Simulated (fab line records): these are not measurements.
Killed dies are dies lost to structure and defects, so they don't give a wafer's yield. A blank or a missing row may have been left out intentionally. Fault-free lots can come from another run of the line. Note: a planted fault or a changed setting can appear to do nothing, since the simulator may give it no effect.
Struck lot and sound lot, side by side ; flow nand-harc ; 24 out of 1302 route steps
Sound: these wafers, L530.1, L530.3, L530.4. Wafers L526.2, L526.3, L526.6 were the ones struck. At the end, the cause is stated.
For every step that has rows: the tool of each side, followed by ch and its chambers, followed by its first start. Under that, the readings that differ: sound wafers ; struck wafers ; difference of the means ; sigmas: that difference in standard deviations of wafers without a fault.
alike: same words and numbers on both sides, and readings whose means sit less than 2 such deviations apart. not compared: any withheld reading, any reading some wafer has no value for, any bound like >300 that may hide the same value, and any number with overlapping values for which the record gives no deviation.
The two part at a step that has a row with sigmas, a row that says differs or no value, or rows on one side only. Numbers that don't overlap but have no deviation are shown without sigmas and don't part them. Lack of a reading on every wafer of one side parts them only where that side has two or more wafers.

first, 4 steps without rows for these wafers: NHARC_P_GATE_PRECLEAN_71 (cleans in SC1); NHARC_P_GATE_SRD_72; NHARC_P_GATE_OXIDE_16 (material SiO2, target thk 3 nm, ox time 392 s); NHARC_P_GATE_CVD_17 (deposits poly-Si, target thk 150 nm, time 900 s).
NHARC_P_GATE_HM_DEP_102: deposits aC, target thk 120 nm.
  sound on acl-dep-03 ch 0, day 11 19:57; struck on acl-dep-01 ch 0, day 10 03:21
  alike: throttle-valve-pct
NHARC_P_GATE_DEP_103: deposits SiON, target thk 30 nm.
  sound on pecvd-03 ch 0,1,2, day 11 20:38; struck on pecvd-03 ch 0,1, day 10 03:56
  alike: heater-power-w, rf-fwd-power-W
then, 6 steps without rows for these wafers: NHARC_P_GATE_DEHYDRATE_18 (time 120 s); NHARC_P_GATE_HMDS_19 (time 30 s); NHARC_P_GATE_COAT_20 (resist thk 90 nm); NHARC_P_GATE_SOFTBAKE_21 (time 55 s); NHARC_P_GATE_EBR_22; NHARC_P_GATE_EXPOSE_23 (exposes mask P GATE, target cd 120 nm).
NHARC_P_GATE_PEB_24: peb time 65 s.
  sound on litho-track-04 ch 0, day 11 21:14; struck on litho-track-01 ch 0, day 10 04:30
reading;sound;struck;difference;sigmas
heater-power-total-W (W);157.0 156.5 156.5;150.6 149.8 150.5;-6.4;-16
plate-temp-C (C);100.03 99.99 100.04;96.94 96.84 97.25;-3.01;-25
then, 1 step without rows for these wafers: NHARC_P_GATE_DEVELOP_25 (develop time 35 s).
NHARC_P_GATE_CD_MEAS_26: target cd 120 nm.
  sound on cd-sem-02 ch 0, day 11 21:19; struck on cd-sem-03 ch 0
reading;sound;struck;difference;sigmas
cd-nm (nm);119.8 119.7 119.7;132.0 131.2 131.9;+12.0;+23
  not compared: hold
NHARC_P_GATE_OVL_MEAS_27:
  sound on overlay-01, day 11 21:24; struck on overlay-02, day 10 07:17
reading;sound;struck;difference;sigmas
hold;- - -;await-dispo/2.4h/release await-dispo/2.4h/release await-dispo/2.4h/release;no value on the sound wafers;
overlay-y-nm (nm);-1.6 -0.8 -1.4;-0.1 0.0 0.4;+1.4;+2
  alike: overlay-x-nm
NHARC_P_GATE_INSPECT_28:
  sound on defect-inspect-02, day 11 21:26; struck on defect-inspect-01, day 10 07:20
  alike: raw-defect-count
NHARC_P_GATE_DESCUM_31: chemistry O2, time 3 s.
  sound on rie-diel-06 ch 0,2,3, day 11 21:30; struck on rie-diel-06 ch 0,2, day 10 07:23
reading;sound;struck;difference;sigmas
model.P_GATE.cd-nm (nm);120.6 119.7 120.2;131.8 130.8 131.2;+11.1;
  alike: drypump-motor-current-A, oes-product-au, rf-vpp-V, showerhead-plenum-p-Torr, throttle-valve-pct
  not compared: rf-hours-counter-h
NHARC_P_GATE_ETCH_104: etches the open film in CF4/CHF3, target depth 60 nm.
  sound on rie-diel-06 ch 1,2,3, day 11 21:35; struck on rie-diel-06 ch 2,3, day 10 07:29
reading;sound;struck;difference;sigmas
oes-product-au (a.u.);0.978 0.973 0.955;0.922 0.923 0.933;-0.043;-2
  alike: drypump-motor-current-A, rf-fwd-power-W, rf-vpp-V, showerhead-plenum-p-Torr, throttle-valve-pct
then, 2 steps without rows for these wafers: NHARC_P_GATE_HM_OPEN_105 (chemistry O2/COS, target depth 360 nm); NHARC_P_GATE_STRIP_106 (strips in O2/COS).
NHARC_P_GATE_ETCH_114: etches the open film in CF4/O2, target depth 30 nm, overetch 3 nm, time 16.5 s.
  sound on rie-diel-06 ch 0,1,2; struck on rie-diel-06 ch 0,1,2
  alike: drypump-motor-current-A, oes-product-au, rf-fwd-power-W, rf-vpp-V, showerhead-plenum-p-Torr, throttle-valve-pct
  not compared: rf-hours-counter-h
NHARC_P_GATE_ETCH_32: etches the open film in HBr/Cl2, target depth 150 nm, time 100.1 s.
  sound on rie-si-02 ch 0,2,3, day 11 22:24; struck on rie-si-06 ch 1,3, day 10 07:51
reading;sound;struck;difference;sigmas
oes-product-au (a.u.);0.988 1.002 0.991;1.014 0.999 1.011;+0.014;+2
model.P_GATE.cd-nm (nm);120.7 120.2 119.2;132.7 134.2 135.2;+14.0;
  alike: drypump-motor-current-A, rf-fwd-power-W, throttle-valve-pct
  not compared: rf-hours-counter-h
NHARC_P_GATE_STRIP_108: strips in O2.
  sound on rie-diel-12 ch 0,1,3, day 11 22:34; struck on rie-diel-12 ch 1,2,3, day 10 08:02
  alike: drypump-motor-current-A, oes-product-au, rf-vpp-V, showerhead-plenum-p-Torr, throttle-valve-pct
  not compared: rf-hours-counter-h

WHERE THEY PART
At NHARC_P_GATE_PEB_24 first; at NHARC_P_GATE_ETCH_32 last (within this record only). Later steps at which nothing parts them and some readings are alike: NHARC_P_GATE_STRIP_108.

WHY: whatever the simulator had introduced
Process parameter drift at NHARC_P_GATE_PEB_24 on litho-track-01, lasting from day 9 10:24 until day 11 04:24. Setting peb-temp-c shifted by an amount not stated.
